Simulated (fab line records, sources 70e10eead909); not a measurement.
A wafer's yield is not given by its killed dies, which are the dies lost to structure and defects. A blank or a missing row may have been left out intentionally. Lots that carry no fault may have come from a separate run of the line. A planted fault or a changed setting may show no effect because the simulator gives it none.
Which tool is to blame?	flow nand-harc	33 wafers from 11 lots sampled at 7 of the route's 1159 steps

## WHAT THE GAUGES SHOWED, per wafer
NHARC_P_STI_CD_MEAS_09: target cd 200 nm.
lot	measured	on	cd-nm (nm)
L917	day 2 15:44	cd-sem-02	201.8 199.8 201.6
L920	day 3 02:35	cd-sem-01	200.6 204.2 200.1
L922	day 3 16:53	cd-sem-03	199.0 198.4 197.0
L925	day 4 13:21	cd-sem-02	200.7 198.7 198.5
L926	day 4 18:38	cd-sem-02	201.4 200.0 199.4
L933	day 6 12:33	cd-sem-03	113.4 114.4 115.7
L934	day 6 17:16	cd-sem-01	134.5 134.2 134.4
L936	day 7 04:53	cd-sem-03	146.2 145.1 143.3
L938	day 7 17:17	cd-sem-02	199.8 199.0 195.7
L939	day 7 23:02	cd-sem-03	200.3 199.7 198.0
L940	day 8 06:07	cd-sem-02	200.6 198.1 200.2

NHARC_P_STI_OVL_MEAS_10.
lot	measured	on	overlay-x-nm (nm)	overlay-y-nm (nm)
L917	day 2 15:49	overlay-02	-3 -3 -3	3 3 3
L920	day 3 02:40	overlay-02	3 4 4	-2 -2 -2
L922	day 3 16:59	overlay-01	14 15 14	2 2 2
L925	day 4 13:26	overlay-01	3 3 2	-4 -5 -4
L926	day 4 18:43	overlay-01	-9 -8 -8	-1 -1 -1
L933	day 6 12:38	overlay-02	4 3 4	9 9 8
L934	day 6 17:22	overlay-02	2 2 2	-1 -1 -1
L936	day 7 04:58	overlay-02	2 2 2	-9 -9 -8
L938	day 7 17:23	overlay-02	-5 -5 -5	1 1 1
L939	day 7 23:08	overlay-01	5 4 4	-8 -8 -8
L940	day 8 06:13	overlay-01	2 2 3	8 8 8

NHARC_P_STI_OCD_MEAS_17.
lot	measured	on	trench-foot-cd-nm (nm)
L917	day 2 16:32	ocd-01	158.8 156.8 158.9
L920	day 3 03:22	ocd-02	158.5 162.6 158.2
L922	day 3 17:40	ocd-02	157.0 155.6 154.1
L925	day 4 14:08	ocd-01	158.6 156.8 156.3
L926	day 4 19:25	ocd-02	158.3 157.6 156.5
L933	day 6 13:20	ocd-02	71.5 72.8 72.7
L934	day 6 18:04	ocd-02	91.8 92.4 91.3
L936	day 7 05:40	ocd-01	103.2 102.1 100.5
L938	day 7 18:04	ocd-01	158.0 156.4 153.4
L939	day 7 23:49	ocd-01	157.3 156.5 155.4
L940	day 8 06:56	ocd-01	159.1 155.8 158.4

NHARC_END_SORT_01.
lot	measured	on	killed-at-array	killed-at-other	killed-at-periphery	killed-dies	killed-open	killed-short
L922	day 20 12:20	prober-01	12 7 17	0 1 0	5 3 7	17 11 24	6 2 6	2 2 4
L926	day 21 13:56	prober-02	19 18 13	0 1 0	4 7 8	23 26 21	1 2 2	3 3 1
L933	day 23 16:44	prober-02	16 17 11	0 0 0	661 660 666	677 677 677	1 1 3	3 5 0
L934	day 23 16:43	prober-01	33 25 44	1 1 2	643 651 631	677 677 677	5 1 2	1 1 4
L936	day 24 17:32	prober-01	25 30 28	1 0 1	650 646 648	676 676 677	2 5 1	1 3 2

## TOOL THAT RAN EACH LOT (tool first, then ch and the chambers of the sampled wafers, then the start)
lot	NHARC_P_ZERO_WELL_DESCUM_26	NHARC_P_STI_EXPOSE_06	NHARC_P_STI_ETCH_31
L917	rie-diel-03 ch 0,1, day 1 14:52	krf-scanner-04 ch 0, day 2 15:35	rie-diel-13 ch 0,2, day 2 16:32 or earlier
L920	rie-diel-09 ch 0,2,3, day 2 08:46	krf-scanner-04 ch 0, day 3 02:26	rie-diel-08 ch 1,2,3, day 3 03:22 or earlier
L922	rie-diel-04 ch 0,1,2, day 2 20:41	krf-scanner-04 ch 0, day 3 16:44	rie-diel-11 ch 0,1,2, day 3 17:40 or earlier
L925	rie-diel-03 ch 0,3, day 3 14:38	krf-scanner-04 ch 0, day 4 13:12	rie-diel-11 ch 0,1, day 4 14:08 or earlier
L926	rie-diel-04 ch 0,1, day 3 20:37	krf-scanner-01 ch 0, day 4 18:29	rie-diel-13 ch 0,2, day 4 19:25 or earlier
L933	rie-diel-03 ch 1,2,3, day 5 14:38	krf-scanner-04 ch 0, day 6 12:24	rie-diel-13 ch 0,1,3, day 6 13:20 or earlier
L934	rie-diel-03 ch 0,1,3, day 5 20:52	krf-scanner-04 ch 0, day 6 17:07	rie-diel-08 ch 0,1,2, day 6 18:04 or earlier
L936	rie-diel-03 ch 0,1, day 6 08:44	krf-scanner-04 ch 0, day 7 04:44	rie-diel-08 ch 0,1,3, day 7 05:40 or earlier
L938	rie-diel-09 ch 1,2,3, day 6 20:56	krf-scanner-03 ch 0, day 7 17:08	rie-diel-08 ch 0,1,2, day 7 18:04 or earlier
L939	rie-diel-09 ch 0,2,3, day 7 02:46	krf-scanner-01 ch 0, day 7 22:53	rie-diel-11 ch 0,2,3, day 7 23:49 or earlier
L940	rie-diel-03 ch 2,3, day 7 08:37	krf-scanner-03 ch 0, day 8 05:58	rie-diel-08 ch 0,3, day 8 06:56 or earlier
- NHARC_P_ZERO_WELL_DESCUM_26: chemistry O2, time 3 s.
- NHARC_P_STI_EXPOSE_06: exposes mask P STI, target cd 200 nm.
- NHARC_P_STI_ETCH_31: etches the open film in CF4/CHF3, target depth 108.9 nm, time 54.5 s.

## WHAT THE TOOLS THEMSELVES READ (means of the sampled wafers that have a number; where no wafer has one, the mark that the record gives instead)
NHARC_P_ZERO_WELL_DESCUM_26.
lot	tool	drypump-motor-current-A (A)	oes-product-au (a.u.)	rf-vpp-V (V)	showerhead-plenum-p-Torr (Torr)	throttle-valve-pct (%)
L917	rie-diel-03	5.2	1.002	58.0	1.85	11.312
L920	rie-diel-09	5.8	1.005	57.6	1.97	11.308
L922	rie-diel-04	5.8	0.997	57.8	1.92	11.314
L925	rie-diel-03	5.3	0.997	58.5	1.94	11.318
L926	rie-diel-04	5.6	1.003	57.8	1.90	11.309
L933	rie-diel-03	5.2	1.004	58.6	1.89	11.310
L934	rie-diel-03	5.3	0.990	57.5	1.91	11.309
L936	rie-diel-03	5.2	0.993	58.3	1.82	11.317
L938	rie-diel-09	5.5	0.998	58.4	1.97	11.315
L939	rie-diel-09	5.8	1.002	58.3	1.97	11.306
L940	rie-diel-03	5.1	0.991	57.8	1.89	11.311

NHARC_P_STI_EXPOSE_06.
lot	tool	exposure-dose-mJ-cm2	focus-offset-nm (nm)
L917	krf-scanner-04	37.62	0.0
L920	krf-scanner-04	37.66	-0.8
L922	krf-scanner-04	37.63	-0.1
L925	krf-scanner-04	37.67	-0.2
L926	krf-scanner-01	37.69	-1.1
L933	krf-scanner-04	25.46	-0.1
L934	krf-scanner-04	27.90	-0.1
L936	krf-scanner-04	29.16	0.6
L938	krf-scanner-03	37.65	-0.9
L939	krf-scanner-01	37.63	-0.3
L940	krf-scanner-03	37.76	0.3

NHARC_P_STI_ETCH_31.
lot	tool	cf4-flow-sccm (sccm)	drypump-motor-current-A (A)	oes-product-au (a.u.)	rf-vpp-V (V)	showerhead-plenum-p-Torr (Torr)	throttle-valve-pct (%)
L917	rie-diel-13	100.25	4.8	0.957	369.3	1.53	16.803
L920	rie-diel-08	100.16	5.9	0.966	372.1	1.60	16.801
L922	rie-diel-11	99.99	6.1	0.974	371.4	1.58	16.790
L925	rie-diel-11	100.18	6.1	0.973	370.4	1.55	16.813
L926	rie-diel-13	100.12	4.8	0.968	369.3	1.53	16.805
L933	rie-diel-13	100.17	5.1	0.923	370.0	1.55	16.809
L934	rie-diel-08	99.84	6.1	0.965	370.8	1.57	16.792
L936	rie-diel-08	100.06	6.0	0.965	371.1	1.58	16.800
L938	rie-diel-08	100.08	6.2	0.923	369.4	1.57	16.798
L939	rie-diel-11	99.99	5.8	0.969	370.9	1.58	16.795
L940	rie-diel-08	100.06	6.0	0.977	373.4	1.64	16.799

## THE ANSWER, worked out from the rows above alone
Rule: usual is defined by the lots themselves. The widest of any qualifying gaps counts: lots, ordered by their means at a reading, are off when they make up no more than a third of the lots, leave a main group of 4 or more, and stand apart from it by 3 or more times the standard deviation of that group's means. A main group is skipped when, at the precision printed for the reading in the tables above, its means are all equal. A lot without any number at a reading at which 4 lots or more have one is off too. The other lots that the step has rows for count as sound. After the gauges, taken in route order, come the tools' own readings; for these a lot's mean is taken, as printed above. The first step at which some lot is off is used, and at that step the reading that is off furthest; a lot without a number counts as furthest.
Off, at NHARC_P_STI_CD_MEAS_09 on cd-nm: L933, L934, L936. The main group has a mean of 199.7 nm with a standard deviation of 1.2.
If a tool, at a process step before that reading, ran all the lots that are off and no sound lot after the first of them, it fits. Not tried: the gauges at NHARC_P_STI_CD_MEAS_09; whatever is off there is also off at NHARC_P_STI_OCD_MEAS_17, on other tools, and gauge error can't account for it. One fits: NHARC_P_STI_EXPOSE_06 on krf-scanner-04. Its last sound lot is L925 (day 4 13:12), its first lot that is off L933 (day 6 12:24): a fault that began between those two fits.
On the lots that are off, the tool's own readings at NHARC_P_STI_EXPOSE_06 differ by more than 5 times the standard deviation of the sound lots' means, which bears it out; exposure-dose-mJ-cm2 reads 27.51 there versus 37.66 on the sound lots.

## WHAT HAD BEEN PUT IN BY THE SIMULATOR
Process parameter drift: krf-scanner-04, from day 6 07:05 on, at NHARC_P_STI_EXPOSE_06. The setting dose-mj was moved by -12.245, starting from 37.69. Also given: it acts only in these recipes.
Shown lots that were struck: L933, L934, L936. The same result came from the rule above.
